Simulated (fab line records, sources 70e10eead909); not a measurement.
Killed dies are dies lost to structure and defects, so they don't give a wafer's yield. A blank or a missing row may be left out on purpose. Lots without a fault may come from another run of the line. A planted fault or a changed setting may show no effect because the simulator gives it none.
Tool commonality check | flow nand_harc | 12 lots, 36 wafers sampled

WHY IT WAS OPENED
At NHARC_A_ONON_D1_THK_MEAS_24 the reading thk_nm is flagged on 3 of 12 lots. Wafers without a fault read 1004 nm, standard deviation 8.8.
Rule: a lot is flagged when every wafer of it that has a number lies more than 4 standard deviations from that mean, or none has a number. The other lots count as sound.

lot  | measured     | on            | thk_nm (nm), wafer by wafer | flag
L533 | day 9 12:04  | film_metro-01 | 990 991 989                 |
L534 | day 9 20:16  | film_metro-02 | 1007 1006 1006              |
L536 | day 10 11:31 | film_metro-01 | 986 985 986                 |
L535 | day 10 11:32 | film_metro-02 | 1022 1022 1020              |
L539 | day 12 04:14 | film_metro-01 | 705 707 705                 | FLAGGED
L541 | day 12 16:10 | film_metro-02 | 708 706 708                 | FLAGGED
L542 | day 13 07:13 | film_metro-01 | 717 718 718                 | FLAGGED
L547 | day 15 10:05 | film_metro-02 | 999 1000 1002               |
L549 | day 16 07:03 | film_metro-02 | 998 1000 998                |
L550 | day 16 14:40 | film_metro-01 | 1005 1008 1006              |
L551 | day 16 23:20 | film_metro-01 | 1003 1000 1001              |
L552 | day 17 09:20 | film_metro-02 | 1013 1012 1015              |
The numbers of the flagged lots are 710 nm on average: -294 nm against the usual, or -33 standard deviations.

WHICH TOOL RAN EACH LOT
The record holds 2 process steps before the reading, out of a route of 1302 steps. In each cell: the tool, then ch and the chambers that the sampled wafers went through, then the start.
lot  | flag    | NHARC_A_ZERO_WELL_DESCUM_12        | NHARC_A_ONON_D1_DEP_22
L533 |         | rie_diel-12 ch 0,3, day 8 02:36    | pecvd_onon-04 ch 0, day 9 11:37
L534 |         | rie_diel-12 ch 0,1,3, day 8 10:17  | pecvd_onon-02 ch 0, day 9 19:46
L536 |         | rie_diel-02 ch 1,2,3, day 9 02:08  | pecvd_onon-02 ch 0, day 10 11:01
L535 |         | rie_diel-12 ch 1,2, day 9 01:05    | pecvd_onon-04 ch 0, day 10 11:01
L539 | FLAGGED | rie_diel-02 ch 0,1,2, day 10 15:05 | pecvd_onon-02 ch 0, day 12 03:50
L541 | FLAGGED | rie_diel-12 ch 0,1, day 11 06:53   | pecvd_onon-02 ch 0, day 12 15:40
L542 | FLAGGED | rie_diel-12 ch 2,3, day 11 15:35   | pecvd_onon-02 ch 0, day 13 06:43
L547 |         | rie_diel-12 ch 0,1,2, day 13 22:51 | pecvd_onon-01 ch 0, day 15 09:38
L549 |         | rie_diel-12 ch 0,1,2, day 14 20:25 | pecvd_onon-04 ch 0, day 16 06:40
L550 |         | rie_diel-12 ch 0,3, day 15 02:02   | pecvd_onon-01 ch 0, day 16 14:10
L551 |         | rie_diel-12 ch 1,2,3, day 15 13:48 | pecvd_onon-04 ch 0, day 16 22:49
L552 |         | rie_diel-12 ch 0,1,3, day 15 21:01 | pecvd_onon-01 ch 0, day 17 08:56
What these steps do:
- NHARC_A_ZERO_WELL_DESCUM_12: chemistry O2, time 3 s.
- NHARC_A_ONON_D1_DEP_22: target thk 1000 nm.
- NHARC_A_ONON_D1_THK_MEAS_24: measures by ellipsometry.

FLAGGED OVER TOTAL, TOOL BY TOOL (the gauges that took the reading come last)
step                        | tool          | lots run | flagged | share of the flagged lots | sound lots run after its first flagged lot
NHARC_A_ZERO_WELL_DESCUM_12 | rie_diel-02   | 2        | 1       | some                      | 0
NHARC_A_ZERO_WELL_DESCUM_12 | rie_diel-12   | 10       | 2       | some                      | 5 (L547,L549,L550,L551,L552)
NHARC_A_ONON_D1_DEP_22      | pecvd_onon-01 | 3        | 0       | none                      | -
NHARC_A_ONON_D1_DEP_22      | pecvd_onon-02 | 5        | 3       | all                       | 0
NHARC_A_ONON_D1_DEP_22      | pecvd_onon-04 | 4        | 0       | none                      | -
NHARC_A_ONON_D1_THK_MEAS_24 | film_metro-01 | 6        | 2       | some                      | 2 (L550,L551)
NHARC_A_ONON_D1_THK_MEAS_24 | film_metro-02 | 6        | 1       | some                      | 3 (L547,L549,L552)

WHAT THE TABLE ALLOWS
1 row of the table ran every flagged lot: pecvd_onon-02 at NHARC_A_ONON_D1_DEP_22.
- pecvd_onon-02 at NHARC_A_ONON_D1_DEP_22: 3 of its 5 lots flagged. Its last sound lot is L536 (day 10 11:01), its first flagged lot L539 (day 12 03:50): a fault that began between those two fits.
One tool is left: pecvd_onon-02 at NHARC_A_ONON_D1_DEP_22.

WHAT THE SIMULATOR HAD PUT IN
Process parameter drift: pecvd_onon-02, from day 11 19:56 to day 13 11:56, at NHARC_A_ONON_D1_DEP_22. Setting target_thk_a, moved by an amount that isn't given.
Lots struck among those shown: L539, L541, L542. The rule above found the same.
